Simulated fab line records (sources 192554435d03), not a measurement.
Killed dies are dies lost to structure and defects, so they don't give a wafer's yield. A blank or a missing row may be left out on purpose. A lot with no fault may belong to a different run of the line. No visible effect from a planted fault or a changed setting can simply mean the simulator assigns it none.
fab line records	flow n5Finfet
[record] lots = 5	wafers = 14	lastDay = 18
route steps=1938 shown FIN_SAQP@96 BEOL_M4@1111 PASSIVATION@1936
lots that met no fault: taken from a fault-free run of the same line
startH: hours from the record's first day to the start of the lot's first wafer shown	waitH: hours from the lot's prior step to this one	" unchanged from the row above	L1.1+2: one row covering several wafers at once	- value missing, or start not given	* or withheld: withheld	< > ~ a bound
route shown NAME@n: names a module that has steps shown in the file, with the first one's number in the route	usual: mean/standard deviation taken from wafers without a fault	same: alike in all rows	chamber/n: place in a boat	sites: the reading at each site	_std_site: standard deviation of those values	_edge_site: outer sites' mean less inner sites'	radiusMm: how far each site lies from the wafer's centre	mask NAME#n: copy n	behind: the tool/chamber that last shaped the wafer	hold: cause of the lot's hold/its duration in hours/its outcome	device: transistor that didn't switch, given as n, p or np	end of line: the tests these same wafers got at the end of their route	a step given without rows: its recipe and nothing more	killed: at the first sort, the dies lost to defects and structure; wafer yield is something else	map: shows each die of a wafer: x if killed, . if not, _ if none is there
set.NAME: the setting that was run; set.NAME@STEP: the one run at that earlier step	model.NAME: the simulator's own value behind a step, which no gauge read
lots at selected steps of the route; one table per step, one row per wafer
services: a tool's chamber out of use, with start hour (startH, from the record's first day; less than 0 if before it), hours out, and reason
[[steps]]
[step N5_FIN_SAQP_HM_DEP_03]
[recipe] material = SiNx	targetThkA = 380	tempC = 400	precursor = SiH4/NH3/N2	pressureTorr = 1.5	rfW = 300	timeS = 33.6
[usual] heaterPowerW = 747/62	showerheadPlenumPTorr = 5.17/0.069	throttleValvePct = 38.3/1.4
lot.wafer	tool	chamber	startH	waitH	heaterPowerW	showerheadPlenumPTorr	throttleValvePct
L207.1	pecvd-03	0	51.78	0.2	823	5.27	38.8
L207.5	"	0	"	"	799	5.26	38.9
L207.6	"	1	"	"	704	5.18	37.6
L209.2	pecvd-04	1	62.80	0.2	723	5.03	38.0
L209.3	"	1	"	"	711	5.04	38.1
L209.4	"	2	"	"	782	5.13	34.9
L213.3	pecvd-04	0	87.84	0.1	653	5.09	37.7
L213.4	"	0	"	"	662	5.09	37.9
L213.5	"	2	"	"	894	5.13	35.0
L219.2	pecvd-03	2	122.77	0.2	748	5.23	40.8
L219.5	"	2	"	"	758	5.25	41.0
L224.2	pecvd-01	2	153.81	0.2	745	5.14	38.5
L224.4	"	0	"	"	805	5.16	39.0
L224.6	"	2	"	"	611	5.16	38.5
[step N5_FIN_SAQP_THK_MEAS_05]
[usual] thkNm = 38.0/0.61
lot.wafer	tool	chamber	startH	waitH	thkNm
L207.1	filmMetro-01	-	51.87	0.1	38.4
L207.5	"	-	"	"	38.1
L207.6	"	-	"	"	38.7
L209.2	filmMetro-02	-	62.92	0.1	38.0
L209.3	"	-	"	"	38.8
L209.4	"	-	"	"	37.2
L213.3	filmMetro-01	-	87.93	0.1	37.8
L213.4	"	-	"	"	37.4
L213.5	"	-	"	"	37.4
L219.2	filmMetro-02	-	122.86	0.1	37.8
L219.5	"	-	"	"	38.4
L224.2	filmMetro-01	-	153.90	0.1	37.6
L224.4	"	-	"	"	38.4
L224.6	"	-	"	"	37.3
[step N5_FIN_SAQP_PECVD_47]
[recipe] material = a-Si	targetThkA = 450	tempC = 400	precursor = SiH4/He	pressureTorr = 3	rfW = 100	timeS = 36.3
[usual] heaterPowerW = 819/60	showerheadPlenumPTorr = 5.69/0.049	throttleValvePct = 17.6/0.6
lot.wafer	tool	chamber	startH	waitH	heaterPowerW	showerheadPlenumPTorr	throttleValvePct
L207.1	pecvd-01	0	51.91	0.0	824	5.67	17.7
L207.5	"	0	"	"	838	5.68	18.1
L207.6	"	2	"	"	812	5.67	17.4
L209.2	pecvd-03	1	62.96	0.0	772	5.68	17.1
L209.3	"	2	"	"	848	5.74	18.4
L209.4	"	2	"	"	825	5.73	18.4
L213.3	pecvd-01	2	87.97	0.0	760	5.67	17.6
L213.4	"	2	"	"	756	5.67	17.7
L213.5	"	1	"	"	773	5.72	17.5
L219.2	pecvd-01	2	122.90	0.0	801	5.68	17.8
L219.5	"	2	"	"	803	5.69	17.6
L224.2	pecvd-04	2	153.93	0.0	936	5.65	16.1
L224.4	"	0	"	"	790	5.63	17.3
L224.6	"	2	"	"	930	5.66	16.0
[step N5_FIN_SAQP_PECVD_48]
[recipe] material = SiNx	targetThkA = 250	tempC = 400	precursor = SiH4/NH3/N2	pressureTorr = 1.5	rfW = 300	timeS = 22.1
[usual] heaterPowerW = 740/66	showerheadPlenumPTorr = 5.17/0.067	throttleValvePct = 38.5/1.3
lot.wafer	tool	chamber	startH	waitH	heaterPowerW	showerheadPlenumPTorr	throttleValvePct
L207.1	pecvd-01	0	51.95	0.0	790	5.17	38.9
L207.5	"	0	"	"	785	5.17	38.9
L207.6	"	2	"	"	675	5.15	38.2
L209.2	pecvd-03	1	63.00	0.0	719	5.19	37.6
L209.3	"	2	"	"	668	5.24	41.0
L209.4	"	2	"	"	682	5.23	41.0
L213.3	pecvd-01	2	88.01	0.0	629	5.14	38.5
L213.4	"	2	"	"	619	5.14	38.5
L213.5	"	1	"	"	830	5.21	38.5
L219.2	pecvd-01	2	122.94	0.0	632	5.15	38.6
L219.5	"	2	"	"	643	5.15	38.4
L224.2	pecvd-04	2	153.97	0.0	898	5.12	35.2
L224.4	"	0	"	"	623	5.10	37.9
L224.6	"	2	"	"	865	5.13	35.2
[step N5_FIN_SAQP_PECVD_06]
[recipe] material = a-Si	targetThkA = 600	tempC = 400	precursor = SiH4/He	pressureTorr = 3	rfW = 100	timeS = 48.1
[usual] heaterPowerW = 817/58	showerheadPlenumPTorr = 5.69/0.05	throttleValvePct = 17.5/0.6
lot.wafer	tool	chamber	startH	waitH	heaterPowerW	showerheadPlenumPTorr	throttleValvePct
L207.1	pecvd-01	0	51.99	0.0	844	5.66	17.8
L207.5	"	0	"	"	833	5.69	17.7
L207.6	"	2	"	"	808	5.66	17.2
L209.2	pecvd-03	1	63.04	0.0	789	5.71	17.1
L209.3	"	2	"	"	866	5.75	18.8
L209.4	"	2	"	"	843	5.75	19.0
L213.3	pecvd-01	2	88.05	0.0	817	5.67	17.7
L213.4	"	2	"	"	814	5.67	17.7
L213.5	"	1	"	"	831	5.73	17.8
L219.2	pecvd-01	2	122.98	0.0	710	5.67	17.5
L219.5	"	2	"	"	717	5.68	17.6
L224.2	pecvd-04	2	154.01	0.0	854	5.67	16.2
L224.4	"	0	"	"	726	5.64	17.2
L224.6	"	2	"	"	870	5.66	16.3
[step N5_FIN_SAQP_THK_MEAS_07]
[usual] thkNm = 59.9/0.98
lot.wafer	tool	chamber	startH	waitH	thkNm
L207.1	filmMetro-02	-	52.08	0.1	59.6
L207.5	"	-	"	"	61.2
L207.6	"	-	"	"	61.1
L209.2	filmMetro-02	-	63.13	0.1	59.1
L209.3	"	-	"	"	58.0
L209.4	"	-	"	"	59.9
L213.3	filmMetro-01	-	88.14	0.1	61.7
L213.4	"	-	"	"	62.2
L213.5	"	-	"	"	60.9
L219.2	filmMetro-01	-	123.07	0.1	61.2
L219.5	"	-	"	"	61.9
L224.2	filmMetro-02	-	154.10	0.1	60.1
L224.4	"	-	"	"	59.7
L224.6	"	-	"	"	60.8
[step N5_FIN_SAQP_HM_DEP_72]
[recipe] material = SiO2	targetThkA = 120	tempC = 400	precursor = SiH4/N2O	pressureTorr = 0.75	rfW = 275	timeS = 7.2
[usual] heaterPowerW = 753/56	showerheadPlenumPTorr = 8.15/0.14
lot.wafer	tool	chamber	startH	waitH	heaterPowerW	showerheadPlenumPTorr
L207.1	pecvd-04	0	52.11	0.0	702	8.06
L207.5	"	2	"	"	764	8.12
L207.6	"	0	"	"	706	8.05
L209.2	pecvd-03	2	63.16	0.0	752	8.34
L209.3	"	1	"	"	806	8.23
L209.4	"	2	"	"	770	8.33
L213.3	pecvd-04	0	88.17	0.0	756	8.04
L213.4	"	0	"	"	758	8.05
L213.5	"	2	"	"	901	8.13
L219.2	pecvd-04	2	123.11	0.0	909	8.12
L219.5	"	2	"	"	884	8.13
L224.2	pecvd-03	1	154.14	0.0	783	8.20
L224.4	"	0	"	"	740	8.40
L224.6	"	1	"	"	816	8.20
[step N5_FIN_SAQP_COAT_49]
[recipe] resist = SOC	tempC = 250	timeS = 60	spinRpm = 1500	resistThkNm = 100
[step N5_FIN_SAQP_COAT_50]
[recipe] resist = SiARC	tempC = 220	timeS = 60	spinRpm = 1500	resistThkNm = 35
[step N5_FIN_SAQP_COAT_10]
[recipe] resist = CAR-ArF	spinRpm = 1500	resistThkNm = 90
[step N5_FIN_SAQP_EBR_12]
[recipe] solvent = PGMEA	ebrWidthMm = 1.5
[step N5_FIN_SAQP_SOFTBAKE_11]
[recipe] tempC = 110	timeS = 60	resist = CAR-ArF
[step N5_FIN_SAQP_EXPOSE_13]
[recipe] maskId = FIN_CORE	na = 1.35	sourceShape = dipole	sigmaInner = 0.538	sigmaOuter = 0.738	polarization = te	targetCdNm = 35.6	doseMj = 63.25
lot.wafer	tool	chamber	startH	waitH	mask
L207.1+5+6	arfiScanner-03	0	52.43	-	FIN_CORE#0
L209.2+3+4	arfiScanner-01	0	63.36	-	FIN_CORE#0
L213.3+4+5	arfiScanner-02	0	88.50	-	FIN_CORE#0
L219.2+5	arfiScanner-03	0	123.31	-	FIN_CORE#0
L224.2+4+6	arfiScanner-01	0	154.46	-	FIN_CORE#0
[step N5_FIN_SAQP_PEB_14]
[recipe] pebTempC = withheld	pebTimeS = 60	resist = CAR-ArF
[step N5_FIN_SAQP_DEVELOP_15]
[recipe] developTimeS = 30	developer = TMAH	resist = CAR-ArF	devTempC = 23	rinseLiquid = diw	dry = airSpin
[step N5_FIN_SAQP_CD_MEAS_16]
[recipe] targetCdNm = 35.6	landingEnergyEv = 500	detector = seInlens
[usual] cdNm = 35.6/0.33
lot.wafer	tool	chamber	startH	waitH	cdNm
L207.1	cdSem-03	0	52.57	-	36.3
L207.5	"	0	"	"	36.4
L207.6	"	0	"	"	35.4
L209.2	cdSem-02	0	63.49	-	35.8
L209.3	"	0	"	"	36.2
L209.4	"	0	"	"	35.9
L213.3	cdSem-01	0	88.63	-	35.5
L213.4	"	0	"	"	35.3
L213.5	"	0	"	"	35.7
L219.2	cdSem-02	0	123.43	-	35.8
L219.5	"	0	"	"	33.9
L224.2	cdSem-03	0	154.59	-	35.5
L224.4	"	0	"	"	35.7
L224.6	"	0	"	"	35.3
[step N5_FIN_SAQP_OVL_MEAS_17]
[recipe] pointsPerWafer = 44
[usual] FIN_CORE_OVL = -0.1/0.92
lot.wafer	tool	chamber	startH	waitH	FIN_CORE_OVL[nm]
L207.1	overlay-01	0	52.61	0.0	0.0
L207.5	"	0	"	"	-1.2
L207.6	"	0	"	"	0.2
L209.2	overlay-01	0	63.52	0.0	0.8
L209.3	"	0	"	"	0.6
L209.4	"	0	"	"	0.2
L213.3	overlay-02	0	88.66	0.0	-2.2
L213.4	"	0	"	"	-0.8
L213.5	"	0	"	"	-1.7
L219.2	overlay-01	0	123.47	0.0	1.2
L219.5	"	0	"	"	2.0
L224.2	overlay-01	0	154.63	0.0	-1.0
L224.4	"	0	"	"	0.7
L224.6	"	0	"	"	-0.8
[step N5_BEOL_M4_RC_MEAS_101]
[usual] DIBL_N = 36.2/2.2	DIBL_P = 36.5/3	IOFF_N = 0.16/0.039	IOFF_P = 0.22/0.047	ION_N = 675/15	ION_P = 463/10	SS_N = 71.6/0.71	SS_P = 73.4/0.94	VT_N = 250/3.6	VT_P = -250/3.9
lot.wafer	tool	chamber	startH	waitH	DIBL_N[mV/V]	DIBL_P[mV/V]	IOFF_N[nA/um]	IOFF_P[nA/um]	ION_N[uA/um]	ION_P[uA/um]	SS_N[mV/dec]	SS_P[mV/dec]	VT_N[mV]	VT_P[mV]
L207.1	prober-01	0	189.21	0.0	38.1	37.1	0.20	0.24	677	459	71.7	73.6	246	-247
L207.5	"	0	"	"	36.4	34.5	0.16	0.20	662	455	71.9	72.7	249	-251
L207.6	"	0	"	"	37.4	37.4	0.17	0.26	683	471	71.5	72.5	248	-246
L209.2	prober-01	0	214.36	0.2	35.8	35.9	0.12	0.17	674	466	71.3	72.5	256	-253
L209.3	"	0	"	"	34.1	33.8	0.11	0.16	676	470	70.5	71.8	253	-254
L209.4	"	0	"	"	37.2	38.1	0.16	0.21	682	468	71.1	73.5	250	-252
L213.3	prober-02	0	230.79	0.3	36.5	37.8	0.17	0.22	682	472	71.5	72.9	248	-250
L213.4	"	0	"	"	37.0	38.2	0.19	0.23	694	475	71.6	73.3	247	-250
L213.5	"	0	"	"	39.4	41.5	0.23	0.29	693	476	72.5	75.3	248	-245
L219.2	prober-02	0	280.30	0.2	34.7	33.9	0.14	0.17	669	451	71.6	72.9	249	-255
L219.5	"	0	"	"	36.7	37.9	0.19	0.25	703	483	71.9	73.2	246	-247
L224.2	prober-02	0	317.39	0.2	36.9	35.4	0.16	0.19	691	472	70.5	73.5	251	-252
L224.4	"	0	"	"	36.2	34.3	0.13	0.17	653	449	72.0	73.8	252	-253
L224.6	"	0	"	"	39.9	39.3	0.20	0.25	684	471	72.5	74.0	248	-251
[step N5_PASSIVATION_PROBE_49]
[usual] defectLimitedYield = 91.5/1.5	killed_at_M0_to_M3 = 32/10	killed_at_M4_up = 13/4.9	killedAtContacts = 13/6.1	killedAtFrontEnd = 38/11	killedAtOther = 3/3.2	killedDies = 101/18	killedOpen = 66/13	killedShort = 32/8.3	sort_bin_5_function = 5.0/1	sort_bin_6_memory = 3.2/0.74	sortNPass = 1078/22	sortYieldPct = 91.3/1.9
[same] grossDies = 1180	killedAtBackSide = 0	sort_bin_4_leakage[%] = 0	sort_bin_8_speed[%] = 0
lot.wafer	tool	chamber	startH	waitH	defectLimitedYield[%]	killed_at_M0_to_M3	killed_at_M4_up	killedAtContacts	killedAtFrontEnd	killedAtOther	killedDies	killedOpen	killedShort	sort_bin_5_function[%]	sort_bin_6_memory[%]	sortNPass	sortYieldPct[%]
L207.1	prober-02	-	299.34	0.0	91.9	34	13	15	32	2	96	61	32	5.2	2.7	1084	91.9
L207.5	prober-02	-	299.54	0.2	90.2	31	29	15	36	5	116	84	29	6.4	3.1	1064	90.2
L207.6	prober-02	-	299.59	0.3	89.7	32	11	28	47	3	121	86	32	6.3	3.7	1059	89.7
L213.3	prober-01	-	335.45	0.1	92.8	27	8	16	31	3	85	54	27	3.3	3.3	1095	92.8
L213.4	prober-01	-	335.50	0.2	91.3	23	9	21	46	4	103	63	38	5.0	3.2	1077	91.3
L213.5	prober-01	-	335.55	0.2	90.9	35	17	19	31	5	107	67	38	4.7	4.2	1073	90.9
L219.2	prober-02	-	386.76	0.1	93.1	29	7	11	34	0	81	53	27	3.9	3.0	1099	93.1
L219.5	prober-02	-	386.91	0.2	91.1	37	15	11	36	6	105	69	34	5.2	3.2	1075	91.1
L224.2	prober-02	-	420.00	0.1	90.3	42	16	22	31	3	114	75	34	5.4	3.7	1066	90.3
L224.4	prober-02	-	420.10	0.2	91.1	36	10	15	44	0	105	62	36	5.4	2.5	1075	91.1
L224.6	prober-02	-	420.20	0.3	91.8	41	14	19	21	2	97	67	29	5.0	3.1	1083	91.8
// killed by level:class
L207.1 FIN_SAQP:geometricParticle:open=18 MOL_CONTACT_COAG:geometricParticle:open=12 BEOL_M0_SAQP:geometricParticle:short=10 BEOL_M0_SAQP:geometricParticle:open=5 BEOL_M3:geometricParticle:short=5 BEOL_M4:geometricParticle:open=5 GATE_CUT:geometricParticle:short=4 BEOL_M1:geometricParticle:open=4
L207.5 FIN_SAQP:geometricParticle:open=16 MOL_CONTACT_COAG:geometricParticle:open=12 BEOL_M4:geometricParticle:open=11 BEOL_M0_SAQP:geometricParticle:short=10 BEOL_M2:geometricParticle:open=9 BEOL_M0_SAQP:geometricParticle:open=6 BEOL_M8:geometricParticle:open=4 PASS1_DEP:geometricParticle:open=4
L207.6 MOL_CONTACT_COAG:geometricParticle:open=21 FIN_SAQP:geometricParticle:open=17 STI_FIN_REVEAL:geometricParticle:open=9 MOL_CONTACT_COAG:geometricParticle:short=7 BEOL_M0_SAQP:geometricParticle:short=7 BEOL_M1:geometricParticle:open=6 BEOL_M2:geometricParticle:open=6 BEOL_M0_SAQP:geometricParticle:open=5
L213.3 MOL_CONTACT_COAG:geometricParticle:open=12 BEOL_M1:geometricParticle:open=9 FIN_SAQP:geometricParticle:short=6 BEOL_M0_SAQP:geometricParticle:open=6 FIN_SAQP:geometricParticle:open=5 STI_FIN_REVEAL:geometricParticle:open=5 GATE_CUT:geometricParticle:short=4 MOL_CONTACT_COAG:geometricParticle:short=3
L213.4 MOL_CONTACT_COAG:geometricParticle:open=13 FIN_SAQP:geometricParticle:short=9 FIN_SAQP:geometricParticle:open=7 DUMMY_GATE:geometricParticle:open=7 GATE_CUT:geometricParticle:short=7 GATE_CUT:geometricParticle:open=7 MOL_CONTACT_COAG:geometricParticle:short=7 BEOL_M0_SAQP:geometricParticle:short=7
L213.5 MOL_CONTACT_COAG:geometricParticle:open=14 BEOL_M0_SAQP:geometricParticle:open=13 GATE_CUT:geometricParticle:short=9 STI_FIN_REVEAL:geometricParticle:open=8 BEOL_M0_SAQP:geometricParticle:short=8 BEOL_M1:geometricParticle:open=8 FIN_SAQP:geometricParticle:short=5 MOL_CONTACT_COAG:geometricParticle:short=5
L219.2 BEOL_M0_SAQP:geometricParticle:short=11 MOL_CONTACT_COAG:geometricParticle:open=9 STI_FIN_REVEAL:geometricParticle:open=5 DUMMY_GATE:geometricParticle:open=5 BEOL_M1:geometricParticle:open=5 BEOL_M3:geometricParticle:open=5 BEOL_M0_SAQP:geometricParticle:open=4 GATE_CUT:geometricParticle:short=4
L219.5 BEOL_M0_SAQP:geometricParticle:open=16 BEOL_M0_SAQP:geometricParticle:short=12 MOL_CONTACT_COAG:geometricParticle:open=9 FIN_SAQP:geometricParticle:open=6 BEOL_M3:geometricParticle:open=6 STI_FIN_REVEAL:geometricParticle:open=5 BEOL_M5:geometricParticle:open=5 DUMMY_GATE:geometricParticle:open=4
L224.2 MOL_CONTACT_COAG:geometricParticle:open=16 FIN_SAQP:geometricParticle:short=10 BEOL_M3:geometricParticle:open=10 BEOL_M1:geometricParticle:open=9 BEOL_M2:geometricParticle:open=9 FIN_SAQP:geometricParticle:open=6 MOL_CONTACT_COAG:geometricParticle:short=6 BEOL_M0_SAQP:geometricParticle:short=5
L224.4 MOL_CONTACT_COAG:geometricParticle:open=11 FIN_SAQP:geometricParticle:short=9 BEOL_M2:geometricParticle:open=8 BEOL_M3:geometricParticle:open=8 FIN_SAQP:geometricParticle:open=7 BEOL_M3:geometricParticle:short=7 HKMG_FIN:areaEtch=7 STI_FIN_REVEAL:geometricParticle:open=4
L224.6 MOL_CONTACT_COAG:geometricParticle:open=14 BEOL_M2:geometricParticle:open=11 BEOL_M3:geometricParticle:open=8 BEOL_M1:geometricParticle:open=7 BEOL_M0_SAQP:geometricParticle:short=6 BEOL_M5:geometricParticle:open=6 STI_FIN_REVEAL:geometricParticle:open=5 MOL_CONTACT_COAG:geometricParticle:short=5
[[services]]
tool	chamber	startH	hours	kind
arfiScanner-02	-	49.49	1.0	pm
pecvd-03	1	54.69	5.9	repair
arfiScanner-01	-	55.55	1.0	pm
arfiScanner-03	-	56.73	3.9	pm
arfiScanner-02	-	60.41	0.7	repair
pecvd-04	0	61.93	7.2	repair
arfiScanner-03	-	66.62	1.3	pm
pecvd-03	1	72.48	25.0	repair
arfiScanner-02	-	81.00	1.3	pm
arfiScanner-03	-	86.42	4.9	pm
pecvd-03	-	89.67	0.5	repair
pecvd-04	1	93.20	3.1	repair
arfiScanner-01	-	106.52	1.3	pm
arfiScanner-03	-	109.70	0.2	repair
pecvd-04	2	115.95	6.9	repair
arfiScanner-03	-	116.75	1.0	pm
pecvd-01	-	120.19	2.0	repair
arfiScanner-01	-	123.30	0.5	repair
arfiScanner-03	-	125.50	0.8	pm
pecvd-01	-	126.90	0.9	repair
arfiScanner-03	-	130.59	4.8	repair
arfiScanner-03	-	135.71	1.5	repair
arfiScanner-01	-	135.84	0.8	pm
arfiScanner-03	-	142.00	0.5	repair
[[key]]
[firstSign] step = N5_FIN_SAQP_CD_MEAS_16	reading = cdNm	direction = down	sigmas = 5.2	usual = 35.6	struck = 33.9
effect none on later readings
metAt N5_FIN_SAQP_EXPOSE_13
struckWafers L219.5
onsetBetween 52.43 123.31
[fault] kind = processParameterDrift	tool = arfiScanner-03	chamber = -	onsetH = 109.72	steps = N5_FIN_SAQP_EXPOSE_13	channel = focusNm	offset = 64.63	shape = step	endH = 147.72	scope = struckWafersOnly
